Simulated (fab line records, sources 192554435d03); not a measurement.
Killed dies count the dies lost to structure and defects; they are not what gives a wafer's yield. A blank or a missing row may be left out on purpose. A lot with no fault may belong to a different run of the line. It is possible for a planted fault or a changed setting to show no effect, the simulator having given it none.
Matching of chambers    flow n5_finfet    N5_FIN_SAQP_ETCH_67 on rie_diel-06 has 4 sister chambers
The step etches SiNx in CH3F/O2, target depth 30 nm. 20 wafers are shown with their chamber, then 10 later ones without.

## EACH WAFER AND ITS CHAMBER
wafer   chamber  throttle_valve_pct (%)  drypump_motor_current_A (A)  rf_vpp_V (V)
L074.2  0        16.33                   5.7                          284
L074.4  3        16.88                   5.3                          298
L074.5  3        16.88                   5.3                          298
L075.1  2        16.22                   5.4                          288
L075.3  1        16.60                   6.5                          303
L075.5  2        16.22                   5.4                          288
L076.1  3        16.89                   5.2                          299
L076.2  1        16.60                   6.5                          304
L076.6  2        16.21                   5.4                          288
L077.2  1        16.60                   6.6                          304
L077.3  2        16.21                   5.4                          286
L077.4  3        16.89                   5.3                          298
L079.3  0        16.35                   5.7                          285
L079.4  2        16.23                   5.4                          288
L079.6  1        16.63                   6.5                          305
L080.1  2        16.23                   5.4                          289
L080.2  1        16.62                   6.5                          304
L080.6  2        16.23                   5.4                          288
L082.2  0        16.36                   5.8                          285
L082.5  0        16.34                   5.8                          284

SIGNATURES (averages over the wafers above)
reading                  chamber 0  chamber 1  chamber 2  chamber 3  scatter within a chamber
throttle_valve_pct       16.3450    16.6100    16.2214    16.8850    0.0109
drypump_motor_current_A  5.750      6.520      5.400      5.275      0.0399
rf_vpp_V                 284.50     304.00     287.86     298.25     0.733
Rule: for each reading, subtract the chamber's mean from the wafer's reading, divide by that reading's scatter and square the result; add these up over the readings and take the root, which gives the wafer's distance from the chamber. The wafer belongs to the nearest chamber; if the next one is less than 2 further off, it can't be placed. How the scatter is found: for the shown wafers, subtract from each reading the mean of its chamber, square and add these, divide the total by (wafers less chambers), then take the root.

## WAFERS WITHOUT THEIR CHAMBER
wafer   throttle_valve_pct (%)  drypump_motor_current_A (A)  rf_vpp_V (V)
L082.6  16.63                   6.5                          304
L085.1  16.38                   5.7                          283
L085.2  16.27                   5.4                          287
L085.6  16.63                   6.5                          303
L086.4  16.37                   5.7                          283
L086.5  16.25                   5.4                          288
L086.6  16.65                   6.5                          305
L087.1  16.24                   5.4                          287
L087.3  16.66                   6.5                          303
L087.5  16.36                   5.3                          298

## EACH ONE'S CHAMBER
wafer    from the rows above   in truth
L082.6   1                     1
L085.1   0                     0
L085.2   2                     2
L085.6   1                     1
L086.4   0                     0
L086.5   2                     2
L086.6   1                     1
L087.1   2                     2
L087.3   1                     1
L087.5   2                     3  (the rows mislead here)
Placed correctly: 9 of 10. From these rows, 0 cannot be placed. Number placed wrongly: 1.
